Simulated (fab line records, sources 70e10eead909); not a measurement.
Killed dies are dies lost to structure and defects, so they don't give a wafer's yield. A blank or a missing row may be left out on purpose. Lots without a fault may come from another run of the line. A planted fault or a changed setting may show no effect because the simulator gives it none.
Which tool did it? | flow nand_harc | 24 lots, 72 wafers sampled, at 5 steps of a route of 1302

WHAT THE GAUGES READ, wafer by wafer
NHARC_P_M2_OVL_MEAS_10: pitch 340 nm.
lot  | measured     | on         | overlay_x_nm (nm) | overlay_y_nm (nm)
L074 | day 6 14:02  | overlay-01 | 2.2 1.8 1.5       | -1.0 -0.3 -0.4
L075 | day 6 21:07  | overlay-01 | 0.6 0.5 -0.1      | 0.5 -0.2 0.3
L076 | day 7 07:12  | overlay-01 | 0.4 0.1 0.2       | 1.3 1.5 1.2
L077 | day 7 20:26  | overlay-01 | -1.2 -1.1 -0.9    | -0.9 -0.8 -1.0
L078 | day 8 04:16  | overlay-01 | -0.4 -0.2 -0.5    | -0.1 -0.4 -0.6
L079 | day 8 16:43  | overlay-01 | -1.0 -0.4 -0.2    | 2.0 2.2 2.1
L080 | day 8 22:26  | overlay-02 | -0.6 -0.6 -1.1    | -0.3 -0.4 0.0
L081 | day 9 03:25  | overlay-01 | -0.2 -0.3 0.1     | -0.4 0.1 -0.2
L082 | day 9 15:19  | overlay-02 | 0.9 0.3 0.3       | -0.9 -0.9 -1.0
L083 | day 10 05:58 | overlay-02 | 0.3 0.1 0.5       | 0.3 0.3 0.4
L084 | day 10 11:13 | overlay-01 | -0.8 -0.4 0.1     | 0.1 0.1 0.2
L085 | day 10 21:24 | overlay-02 | 1.7 2.1 1.6       | -0.6 -0.4 -0.7
L086 | day 11 13:13 | overlay-01 | 0.0 -0.2 -0.2     | 0.5 0.1 0.1
L087 | day 12 08:20 | overlay-02 | -1.3 -0.8 -1.1    | -1.8 -1.0 -1.5
L088 | day 12 09:21 | overlay-02 | 0.8 0.9 1.1       | 0.2 0.8 0.5
L089 | day 13 05:49 | overlay-01 | 0.9 1.1 1.1       | -0.4 -0.2 -0.3
L090 | day 13 10:10 | overlay-02 | -0.6 -0.1 -0.4    | 0.8 0.8 0.5
L091 | day 13 14:41 | overlay-01 | 0.6 0.6 0.6       | 0.0 0.0 -0.5
L092 | day 14 08:00 | overlay-02 | 0.2 -0.1 0.5      | 0.2 0.6 0.2
L093 | day 14 13:49 | overlay-01 | -0.3 -0.3 0.1     | 1.0 1.3 1.0
L094 | day 14 22:22 | overlay-02 | 0.0 -0.7 -0.8     | 0.5 0.6 0.7
L095 | day 15 08:19 | overlay-01 | -0.3 0.2 -0.5     | -0.2 0.4 -0.2
L096 | day 15 08:45 | overlay-02 | 0.4 -0.3 -0.1     | -0.1 0.4 -0.1
L097 | day 15 21:55 | overlay-02 | 0.8 0.7 0.4       | 0.1 0.1 0.1

WHICH TOOL RAN EACH LOT (tool, then ch and the chambers of the sampled wafers, then the start)
lot  | NHARC_P_M1_STRIP_18                | NHARC_P_M1_ETCH_28                            | NHARC_P_M1_PRE_CLEAN_30                 | NHARC_P_M1_DEP_33
L074 | rie_diel-08 ch 0,1,2, day 6 10:29  | rie_diel-08 ch 0,1,3, day 6 12:50 or earlier  | pvd_sputter-03, day 6 12:50 or earlier  | pecvd-03 ch 0,2, day 6 12:50
L075 | rie_diel-12 ch 1,2,3, day 6 17:26  | rie_diel-12 ch 0,1,2, day 6 19:47 or earlier  | pvd_sputter-01, day 6 19:47 or earlier  | pecvd-03 ch 0,1, day 6 19:47
L076 | rie_diel-12 ch 0,1, day 7 03:37    | rie_diel-12 ch 0,1, day 7 06:04 or earlier    | pvd_sputter-02, day 7 06:04 or earlier  | pecvd-02 ch 1,2, day 7 06:04
L077 | rie_diel-01 ch 0,3, day 7 16:46    | rie_diel-01 ch 0,1,2, day 7 19:09 or earlier  | pvd_sputter-01, day 7 19:09 or earlier  | pecvd-03 ch 0,1,2, day 7 19:09
L078 | rie_diel-01 ch 1,2,3, day 8 00:18  | rie_diel-01 ch 1,2, day 8 02:56 or earlier    | pvd_sputter-01, day 8 02:56 or earlier  | pecvd-02 ch 0,1, day 8 02:56
L079 | rie_diel-08 ch 0,1,3, day 8 13:04  | rie_diel-08 ch 0,1,2, day 8 15:23 or earlier  | pvd_sputter-01, day 8 15:23 or earlier  | pecvd-03 ch 0,1,2, day 8 15:23
L080 | rie_diel-12 ch 1,3, day 8 18:43    | rie_diel-12 ch 1,2,3, day 8 21:07 or earlier  | pvd_sputter-01, day 8 21:07 or earlier  | pecvd-04 ch 0,2, day 8 21:07
L081 | rie_diel-01 ch 0,2, day 8 23:40    | rie_diel-01 ch 2,3, day 9 02:01 or earlier    | pvd_sputter-02, day 9 02:01 or earlier  | pecvd-04 ch 0,2, day 9 02:01
L082 | rie_diel-08 ch 0,1,2, day 9 11:36  | rie_diel-08 ch 1,2,3, day 9 14:01 or earlier  | pvd_sputter-02, day 9 14:01 or earlier  | pecvd-04 ch 1,2, day 9 14:01
L083 | rie_diel-08 ch 0,1, day 10 02:15   | rie_diel-08 ch 0,1,2, day 10 04:46 or earlier | pvd_sputter-02, day 10 04:46 or earlier | pecvd-02 ch 0,1,2, day 10 04:46
L084 | rie_diel-12 ch 0,1,2, day 10 07:41 | rie_diel-12 ch 0,2,3, day 10 10:04 or earlier | pvd_sputter-01, day 10 10:04 or earlier | pecvd-04 ch 0,1,2, day 10 10:04
L085 | rie_diel-08 ch 0,3, day 10 17:52   | rie_diel-08 ch 0,1,2, day 10 20:15 or earlier | pvd_sputter-03, day 10 20:15 or earlier | pecvd-03 ch 0,2, day 10 20:15
L086 | rie_diel-08 ch 0,2,3, day 11 09:19 | rie_diel-08 ch 0,3, day 11 11:53 or earlier   | pvd_sputter-01, day 11 11:53 or earlier | pecvd-02 ch 0,1,2, day 11 11:53
L087 | rie_diel-01 ch 0,1,3, day 12 04:43 | rie_diel-01 ch 0,3, day 12 07:05 or earlier   | pvd_sputter-02, day 12 07:05 or earlier | pecvd-02 ch 1,2, day 12 07:05
L088 | rie_diel-01 ch 1,2, day 12 05:41   | rie_diel-01 ch 1,2, day 12 08:02 or earlier   | pvd_sputter-01, day 12 08:02 or earlier | pecvd-03 ch 0,1, day 12 08:02
L089 | rie_diel-08 ch 0,2,3, day 13 02:13 | rie_diel-08 ch 0,1, day 13 04:35 or earlier   | pvd_sputter-03, day 13 04:35 or earlier | pecvd-03 ch 0,2, day 13 04:35
L090 | rie_diel-08 ch 1,2,3, day 13 06:20 | rie_diel-08 ch 0,1,2, day 13 08:44 or earlier | pvd_sputter-02, day 13 08:44 or earlier | pecvd-02 ch 0,2, day 13 08:44
L091 | rie_diel-01 ch 0,3, day 13 10:54   | rie_diel-01 ch 0,2, day 13 13:26 or earlier   | pvd_sputter-03, day 13 13:26 or earlier | pecvd-03 ch 0,1,2, day 13 13:26
L092 | rie_diel-01 ch 0,3, day 14 04:20   | rie_diel-01 ch 2,3, day 14 06:44 or earlier   | pvd_sputter-03, day 14 06:44 or earlier | pecvd-03 ch 0,2, day 14 06:44
L093 | rie_diel-08 ch 1,2, day 14 09:43   | rie_diel-08 ch 0,1,3, day 14 12:29 or earlier | pvd_sputter-01, day 14 12:29 or earlier | pecvd-03 ch 0,2, day 14 12:29
L094 | rie_diel-01 ch 0,2,3, day 14 18:50 | rie_diel-01 ch 1,2, day 14 21:11 or earlier   | pvd_sputter-01, day 14 21:11 or earlier | pecvd-03 ch 0,1,2, day 14 21:11
L095 | rie_diel-01 ch 0,1,3, day 15 04:26 | rie_diel-01 ch 0,2,3, day 15 06:52 or earlier | pvd_sputter-01, day 15 06:52 or earlier | pecvd-02 ch 0,2, day 15 06:52
L096 | rie_diel-08 ch 0,1, day 15 04:48   | rie_diel-08 ch 1,3, day 15 05:12              | pvd_sputter-03, day 15 07:22 or earlier | pecvd-04 ch 0,1,2, day 15 07:22
L097 | rie_diel-08 ch 1,2,3, day 15 18:15 | rie_diel-08 ch 0,1,3, day 15 20:35 or earlier | pvd_sputter-01, day 15 20:35 or earlier | pecvd-02 ch 0,1,2, day 15 20:35
- NHARC_P_M1_STRIP_18: strips in N2/H2.
- NHARC_P_M1_ETCH_28: etches the open film in CF4/N2, target depth 30 nm, time 72.99 s.
- NHARC_P_M1_PRE_CLEAN_30: time 30 s.
- NHARC_P_M1_DEP_33: deposits SiCN, target thk 30 nm.

WHAT THE TOOLS THEMSELVES READ (means of the sampled wafers that have a number; where no wafer has one, the mark that the record gives instead)
NHARC_P_M1_STRIP_18.
lot  | tool        | drypump_motor_current_A (A) | oes_product_au (a.u.) | rf_vpp_V (V) | showerhead_plenum_p_Torr (Torr) | throttle_valve_pct (%)
L074 | rie_diel-08 | 5.6                         | 0.999                 | 90.9         | 2.06                            | 14.167
L075 | rie_diel-12 | 6.0                         | 1.002                 | 90.2         | 2.04                            | 14.161
L076 | rie_diel-12 | 6.2                         | 1.003                 | 90.8         | 2.05                            | 14.173
L077 | rie_diel-01 | 5.8                         | 1.002                 | 90.8         | 2.02                            | 14.166
L078 | rie_diel-01 | 5.5                         | 1.002                 | 91.0         | 2.03                            | 14.172
L079 | rie_diel-08 | 5.7                         | 1.002                 | 90.3         | 1.99                            | 14.171
L080 | rie_diel-12 | 6.1                         | 1.007                 | 90.5         | 1.99                            | 14.174
L081 | rie_diel-01 | 5.6                         | 0.997                 | 90.3         | 2.04                            | 14.171
L082 | rie_diel-08 | 5.6                         | 1.000                 | 90.8         | 2.05                            | 14.178
L083 | rie_diel-08 | 5.5                         | 0.999                 | 91.6         | 2.08                            | 14.172
L084 | rie_diel-12 | 6.0                         | 1.009                 | 90.2         | 2.04                            | 14.177
L085 | rie_diel-08 | 5.5                         | 0.992                 | 89.9         | 1.99                            | 14.166
L086 | rie_diel-08 | 5.4                         | 1.003                 | 89.8         | 2.05                            | 14.170
L087 | rie_diel-01 | 5.6                         | 0.996                 | 91.6         | 1.98                            | 14.163
L088 | rie_diel-01 | 5.3                         | 0.997                 | 90.2         | 2.04                            | 14.176
L089 | rie_diel-08 | 5.4                         | 1.005                 | 90.8         | 2.05                            | 14.169
L090 | rie_diel-08 | 5.8                         | 1.002                 | 89.8         | 1.96                            | 14.169
L091 | rie_diel-01 | 5.8                         | 1.016                 | 90.1         | 2.02                            | 14.174
L092 | rie_diel-01 | 5.9                         | 1.014                 | 90.4         | 1.99                            | 14.164
L093 | rie_diel-08 | 5.9                         | 0.995                 | 90.2         | 1.96                            | 14.171
L094 | rie_diel-01 | 5.7                         | 1.018                 | 89.8         | 2.03                            | 14.177
L095 | rie_diel-01 | 5.6                         | 0.996                 | 90.9         | 1.98                            | 14.182
L096 | rie_diel-08 | 5.9                         | 0.999                 | 90.5         | 1.99                            | 14.169
L097 | rie_diel-08 | 5.8                         | 0.995                 | 90.7         | 1.96                            | 14.171

NHARC_P_M1_ETCH_28.
lot  | tool        | drypump_motor_current_A (A) | oes_product_au (a.u.) | rf_vpp_V (V) | showerhead_plenum_p_Torr (Torr) | throttle_valve_pct (%)
L074 | rie_diel-08 | 5.7                         | 0.998                 | 313.5        | 2.58                            | 19.782
L075 | rie_diel-12 | 6.0                         | 1.008                 | 314.1        | 2.64                            | 19.790
L076 | rie_diel-12 | 6.2                         | 1.006                 | 315.1        | 2.64                            | 19.793
L077 | rie_diel-01 | 5.5                         | 0.996                 | 313.1        | 2.57                            | 19.790
L078 | rie_diel-01 | 5.4                         | 0.996                 | 314.7        | 2.62                            | 19.802
L079 | rie_diel-08 | 5.6                         | 0.990                 | 314.2        | 2.65                            | 19.781
L080 | rie_diel-12 | 6.0                         | 1.008                 | 314.4        | 2.62                            | 19.794
L081 | rie_diel-01 | 5.5                         | 0.992                 | 314.5        | 2.68                            | 19.804
L082 | rie_diel-08 | 5.8                         | 0.994                 | 312.7        | 2.53                            | 19.790
L083 | rie_diel-08 | 5.6                         | 1.009                 | 314.6        | 2.64                            | 19.794
L084 | rie_diel-12 | 6.0                         | 1.006                 | 312.6        | 2.58                            | 19.803
L085 | rie_diel-08 | 5.6                         | 0.997                 | 314.7        | 2.64                            | 19.789
L086 | rie_diel-08 | 5.5                         | 0.997                 | 312.7        | 2.57                            | 19.787
L087 | rie_diel-01 | 5.8                         | 1.001                 | 314.2        | 2.61                            | 19.790
L088 | rie_diel-01 | 5.4                         | 1.000                 | 314.2        | 2.62                            | 19.800
L089 | rie_diel-08 | 5.9                         | 0.996                 | 312.6        | 2.57                            | 19.780
L090 | rie_diel-08 | 5.6                         | 1.002                 | 313.7        | 2.64                            | 19.787
L091 | rie_diel-01 | 5.6                         | 1.016                 | 313.8        | 2.63                            | 19.798
L092 | rie_diel-01 | 5.7                         | 1.001                 | 315.8        | 2.66                            | 19.798
L093 | rie_diel-08 | 5.7                         | 0.988                 | 312.8        | 2.57                            | 19.801
L094 | rie_diel-01 | 5.4                         | 1.010                 | 314.1        | 2.62                            | 19.793
L095 | rie_diel-01 | 5.7                         | 1.006                 | 313.9        | 2.62                            | 19.793
L096 | rie_diel-08 | 5.9                         | 0.996                 | 311.1        | 2.46                            | 19.802
L097 | rie_diel-08 | 5.7                         | 0.995                 | 313.3        | 2.57                            | 19.789

NHARC_P_M1_PRE_CLEAN_30.
lot  | tool           | heater_power_w (W)
L074 | pvd_sputter-03 | 380
L075 | pvd_sputter-01 | 393
L076 | pvd_sputter-02 | 452
L077 | pvd_sputter-01 | 388
L078 | pvd_sputter-01 | 403
L079 | pvd_sputter-01 | 410
L080 | pvd_sputter-01 | 391
L081 | pvd_sputter-02 | 431
L082 | pvd_sputter-02 | 425
L083 | pvd_sputter-02 | 450
L084 | pvd_sputter-01 | 406
L085 | pvd_sputter-03 | 406
L086 | pvd_sputter-01 | 399
L087 | pvd_sputter-02 | 434
L088 | pvd_sputter-01 | 398
L089 | pvd_sputter-03 | 408
L090 | pvd_sputter-02 | 430
L091 | pvd_sputter-03 | 385
L092 | pvd_sputter-03 | 371
L093 | pvd_sputter-01 | 400
L094 | pvd_sputter-01 | 390
L095 | pvd_sputter-01 | 391
L096 | pvd_sputter-03 | 385
L097 | pvd_sputter-01 | 406

NHARC_P_M1_DEP_33.
lot  | tool     | heater_power_w (W)
L074 | pecvd-03 | 562
L075 | pecvd-03 | 618
L076 | pecvd-02 | 576
L077 | pecvd-03 | 631
L078 | pecvd-02 | 633
L079 | pecvd-03 | 603
L080 | pecvd-04 | 569
L081 | pecvd-04 | 576
L082 | pecvd-04 | 583
L083 | pecvd-02 | 577
L084 | pecvd-04 | 551
L085 | pecvd-03 | 631
L086 | pecvd-02 | 572
L087 | pecvd-02 | 576
L088 | pecvd-03 | 604
L089 | pecvd-03 | 665
L090 | pecvd-02 | 565
L091 | pecvd-03 | 598
L092 | pecvd-03 | 613
L093 | pecvd-03 | 606
L094 | pecvd-03 | 639
L095 | pecvd-02 | 593
L096 | pecvd-04 | 578
L097 | pecvd-02 | 553

THE ANSWER, worked out from the rows above alone
Rule: what is usual is taken from the lots themselves. Put in order of their means at a reading, lots are off if they are a third of the lots or fewer, leave a main group of 4 or more, and stand apart from it by a gap of 3 or more times the standard deviation of the main group's means; of several such gaps the widest counts. A main group whose means are all the same, to the digits that the tables above print for the reading, isn't used. A lot without any number at a reading at which 4 lots or more have one is off too. The other lots that the step has rows for count as sound. The gauges are gone through in route order, then the tools' own readings, and for those a lot's mean is taken as printed above. The first step at which some lot is off is used, and at that step the reading that is off furthest; a lot without a number counts as furthest.
No lot is off at any reading shown: from this, nothing can be told.

WHAT THE SIMULATOR HAD PUT IN
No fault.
